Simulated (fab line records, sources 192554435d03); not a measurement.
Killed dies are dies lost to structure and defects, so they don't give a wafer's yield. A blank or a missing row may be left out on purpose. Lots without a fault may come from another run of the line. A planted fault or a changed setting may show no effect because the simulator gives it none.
Which tool did it? | flow n5_finfet | 24 lots, 72 wafers sampled, at 5 steps of a route of 1938

WHAT THE GAUGES READ, wafer by wafer
N5_BEOL_M3_INSPECT_59: inspects for defects (darkfield).
lot  | measured     | on                | raw_defect_count
L074 | day 7 05:19  | defect_inspect-01 | 68 98 61
L075 | day 7 14:25  | defect_inspect-01 | 39 49 55
L076 | day 7 19:22  | defect_inspect-02 | 71 79 85
L077 | day 7 19:41  | defect_inspect-01 | 66 51 50
L079 | day 8 05:16  | defect_inspect-01 | 53 28 39
L078 | day 8 07:00  | defect_inspect-01 | 74 56 71
L080 | day 8 22:13  | defect_inspect-01 | 66 66 110
L081 | day 9 15:56  | defect_inspect-01 | 102 110 98
L082 | day 10 00:38 | defect_inspect-02 | 81 73 53
L083 | day 10 02:13 | defect_inspect-02 | 47 68 86
L084 | day 10 16:21 | defect_inspect-01 | 85 93 107
L085 | day 10 16:38 | defect_inspect-01 | 36 45 32
L086 | day 10 18:13 | defect_inspect-01 | 61 51 78
L087 | day 10 20:37 | defect_inspect-01 | 85 79 90
L088 | day 11 00:21 | defect_inspect-01 | 82 60 55
L089 | day 11 09:02 | defect_inspect-02 | 91 93 96
L091 | day 11 19:46 | defect_inspect-01 | 68 60 48
L090 | day 11 23:19 | defect_inspect-01 | 60 84 66
L092 | day 12 07:23 | defect_inspect-02 | 57 58 37
L093 | day 12 14:14 | defect_inspect-02 | 67 70 56
L094 | day 12 17:55 | defect_inspect-01 | 48 47 46
L095 | day 13 08:30 | defect_inspect-01 | 79 83 104
L096 | day 13 10:23 | defect_inspect-01 | 58 44 37
L097 | day 13 13:57 | defect_inspect-02 | 63 72 52

WHICH TOOL RAN EACH LOT (tool, then ch and the chambers of the sampled wafers, then the start)
lot  | N5_BEOL_M3_ANNEAL_49         | N5_BEOL_M3_SPUTTER_92        | N5_BEOL_M3_SPUTTER_94        | N5_BEOL_M3_ANNEAL_95
L074 | pvd_sputter-01, day 7 02:32  | pvd_sputter-01, day 7 03:46  | pvd_sputter-01, day 7 03:59  | pvd_sputter-01, day 7 04:04
L075 | pvd_sputter-03, day 7 11:38  | pvd_sputter-03, day 7 12:52  | pvd_sputter-03, day 7 13:05  | pvd_sputter-03, day 7 13:10
L076 | pvd_sputter-02, day 7 16:25  | pvd_sputter-02, day 7 17:39  | pvd_sputter-02, day 7 17:52  | pvd_sputter-02, day 7 17:57
L077 | pvd_sputter-01, day 7 16:54  | pvd_sputter-01, day 7 18:08  | pvd_sputter-01, day 7 18:22  | pvd_sputter-01, day 7 18:26
L079 | pvd_sputter-01, day 8 02:22  | pvd_sputter-01, day 8 03:35  | pvd_sputter-01, day 8 03:48  | pvd_sputter-01, day 8 03:55
L078 | pvd_sputter-02, day 8 04:14  | pvd_sputter-02, day 8 05:28  | pvd_sputter-02, day 8 05:41  | pvd_sputter-02, day 8 05:46
L080 | pvd_sputter-03, day 8 19:28  | pvd_sputter-03, day 8 20:42  | pvd_sputter-03, day 8 20:55  | pvd_sputter-03, day 8 21:00
L081 | pvd_sputter-01, day 9 13:11  | pvd_sputter-01, day 9 14:25  | pvd_sputter-01, day 9 14:38  | pvd_sputter-01, day 9 14:43
L082 | pvd_sputter-03, day 9 21:25  | pvd_sputter-03, day 9 22:46  | pvd_sputter-03, day 9 23:00  | pvd_sputter-03, day 9 23:05
L083 | pvd_sputter-01, day 9 23:05  | pvd_sputter-01, day 10 00:19 | pvd_sputter-01, day 10 00:32 | pvd_sputter-01, day 10 00:37
L084 | pvd_sputter-03, day 10 13:36 | pvd_sputter-03, day 10 14:50 | pvd_sputter-03, day 10 15:04 | pvd_sputter-03, day 10 15:08
L085 | pvd_sputter-02, day 10 13:47 | pvd_sputter-02, day 10 15:02 | pvd_sputter-02, day 10 15:15 | pvd_sputter-02, day 10 15:20
L086 | pvd_sputter-03, day 10 15:26 | pvd_sputter-03, day 10 16:41 | pvd_sputter-03, day 10 16:54 | pvd_sputter-03, day 10 16:59
L087 | pvd_sputter-03, day 10 17:40 | pvd_sputter-03, day 10 18:54 | pvd_sputter-03, day 10 19:07 | pvd_sputter-03, day 10 19:12
L088 | pvd_sputter-01, day 10 21:35 | pvd_sputter-01, day 10 22:50 | pvd_sputter-01, day 10 23:03 | pvd_sputter-01, day 10 23:08
L089 | pvd_sputter-01, day 11 06:16 | pvd_sputter-01, day 11 07:31 | pvd_sputter-01, day 11 07:44 | pvd_sputter-01, day 11 07:49
L091 | pvd_sputter-03, day 11 17:01 | pvd_sputter-03, day 11 18:16 | pvd_sputter-03, day 11 18:29 | pvd_sputter-03, day 11 18:34
L090 | pvd_sputter-01, day 11 20:27 | pvd_sputter-01, day 11 21:41 | pvd_sputter-01, day 11 21:55 | pvd_sputter-01, day 11 21:59
L092 | pvd_sputter-01, day 12 04:37 | pvd_sputter-01, day 12 05:51 | pvd_sputter-01, day 12 06:04 | pvd_sputter-01, day 12 06:09
L093 | pvd_sputter-02, day 12 11:25 | pvd_sputter-02, day 12 12:39 | pvd_sputter-02, day 12 12:52 | pvd_sputter-02, day 12 12:57
L094 | pvd_sputter-03, day 12 15:09 | pvd_sputter-03, day 12 16:23 | pvd_sputter-03, day 12 16:37 | pvd_sputter-03, day 12 16:41
L095 | pvd_sputter-02, day 13 05:45 | pvd_sputter-02, day 13 06:59 | pvd_sputter-02, day 13 07:13 | pvd_sputter-02, day 13 07:17
L096 | pvd_sputter-03, day 13 07:37 | pvd_sputter-03, day 13 08:52 | pvd_sputter-03, day 13 09:05 | pvd_sputter-03, day 13 09:10
L097 | pvd_sputter-03, day 13 11:12 | pvd_sputter-03, day 13 12:26 | pvd_sputter-03, day 13 12:40 | pvd_sputter-03, day 13 12:44
- N5_BEOL_M3_ANNEAL_49: time 240 s.
- N5_BEOL_M3_SPUTTER_92: material Cu, target thk 4.5 nm, time 8.29 s.
- N5_BEOL_M3_SPUTTER_94: material Cu, target thk 4.5 nm, time 8.29 s.
- N5_BEOL_M3_ANNEAL_95: time 240 s.

WHAT THE TOOLS THEMSELVES READ (means of the sampled wafers that have a number; where no wafer has one, the mark that the record gives instead)
N5_BEOL_M3_ANNEAL_49.
lot  | tool           | heater_power_w (W)
L074 | pvd_sputter-01 | 735
L075 | pvd_sputter-03 | 784
L076 | pvd_sputter-02 | 988
L077 | pvd_sputter-01 | 785
L079 | pvd_sputter-01 | 784
L078 | pvd_sputter-02 | 938
L080 | pvd_sputter-03 | 804
L081 | pvd_sputter-01 | 874
L082 | pvd_sputter-03 | 819
L083 | pvd_sputter-01 | 824
L084 | pvd_sputter-03 | 829
L085 | pvd_sputter-02 | 936
L086 | pvd_sputter-03 | 842
L087 | pvd_sputter-03 | 843
L088 | pvd_sputter-01 | 783
L089 | pvd_sputter-01 | 741
L091 | pvd_sputter-03 | 831
L090 | pvd_sputter-01 | 824
L092 | pvd_sputter-01 | 795
L093 | pvd_sputter-02 | 851
L094 | pvd_sputter-03 | 808
L095 | pvd_sputter-02 | 990
L096 | pvd_sputter-03 | 844
L097 | pvd_sputter-03 | 858

N5_BEOL_M3_SPUTTER_92.
lot  | tool           | throttle_valve_pct (%)
L074 | pvd_sputter-01 | 29.5
L075 | pvd_sputter-03 | 29.7
L076 | pvd_sputter-02 | 30.5
L077 | pvd_sputter-01 | 30.2
L079 | pvd_sputter-01 | 30.2
L078 | pvd_sputter-02 | 30.4
L080 | pvd_sputter-03 | 28.3
L081 | pvd_sputter-01 | 30.3
L082 | pvd_sputter-03 | 29.7
L083 | pvd_sputter-01 | 29.4
L084 | pvd_sputter-03 | 29.7
L085 | pvd_sputter-02 | 30.4
L086 | pvd_sputter-03 | 28.8
L087 | pvd_sputter-03 | 29.0
L088 | pvd_sputter-01 | 30.1
L089 | pvd_sputter-01 | 29.4
L091 | pvd_sputter-03 | 29.7
L090 | pvd_sputter-01 | 29.9
L092 | pvd_sputter-01 | 30.6
L093 | pvd_sputter-02 | 30.8
L094 | pvd_sputter-03 | 27.7
L095 | pvd_sputter-02 | 30.2
L096 | pvd_sputter-03 | 28.7
L097 | pvd_sputter-03 | 28.4

N5_BEOL_M3_SPUTTER_94.
lot  | tool           | throttle_valve_pct (%)
L074 | pvd_sputter-01 | 29.5
L075 | pvd_sputter-03 | 29.9
L076 | pvd_sputter-02 | 30.6
L077 | pvd_sputter-01 | 30.2
L079 | pvd_sputter-01 | 30.0
L078 | pvd_sputter-02 | 30.3
L080 | pvd_sputter-03 | 28.4
L081 | pvd_sputter-01 | 30.1
L082 | pvd_sputter-03 | 29.9
L083 | pvd_sputter-01 | 29.5
L084 | pvd_sputter-03 | 29.8
L085 | pvd_sputter-02 | 30.4
L086 | pvd_sputter-03 | 28.8
L087 | pvd_sputter-03 | 28.9
L088 | pvd_sputter-01 | 30.1
L089 | pvd_sputter-01 | 29.4
L091 | pvd_sputter-03 | 29.7
L090 | pvd_sputter-01 | 29.8
L092 | pvd_sputter-01 | 30.8
L093 | pvd_sputter-02 | 30.9
L094 | pvd_sputter-03 | 27.8
L095 | pvd_sputter-02 | 30.1
L096 | pvd_sputter-03 | 28.8
L097 | pvd_sputter-03 | 28.2

N5_BEOL_M3_ANNEAL_95.
lot  | tool           | heater_power_w (W)
L074 | pvd_sputter-01 | 731
L075 | pvd_sputter-03 | 784
L076 | pvd_sputter-02 | 1008
L077 | pvd_sputter-01 | 774
L079 | pvd_sputter-01 | 779
L078 | pvd_sputter-02 | 958
L080 | pvd_sputter-03 | 819
L081 | pvd_sputter-01 | 860
L082 | pvd_sputter-03 | 829
L083 | pvd_sputter-01 | 806
L084 | pvd_sputter-03 | 830
L085 | pvd_sputter-02 | 922
L086 | pvd_sputter-03 | 835
L087 | pvd_sputter-03 | 847
L088 | pvd_sputter-01 | 784
L089 | pvd_sputter-01 | 731
L091 | pvd_sputter-03 | 829
L090 | pvd_sputter-01 | 816
L092 | pvd_sputter-01 | 798
L093 | pvd_sputter-02 | 866
L094 | pvd_sputter-03 | 808
L095 | pvd_sputter-02 | 998
L096 | pvd_sputter-03 | 828
L097 | pvd_sputter-03 | 837

THE ANSWER, worked out from the rows above alone
Rule: what is usual is taken from the lots themselves. Put in order of their means at a reading, lots are off if they are a third of the lots or fewer, leave a main group of 4 or more, and stand apart from it by a gap of 3 or more times the standard deviation of the main group's means; of several such gaps the widest counts. A main group whose means are all the same, to the digits that the tables above print for the reading, isn't used. A lot without any number at a reading at which 4 lots or more have one is off too. The other lots that the step has rows for count as sound. The gauges are gone through in route order, then the tools' own readings, and for those a lot's mean is taken as printed above. The first step at which some lot is off is used, and at that step the reading that is off furthest; a lot without a number counts as furthest.
No lot is off at any reading shown: from this, nothing can be told.

WHAT THE SIMULATOR HAD PUT IN
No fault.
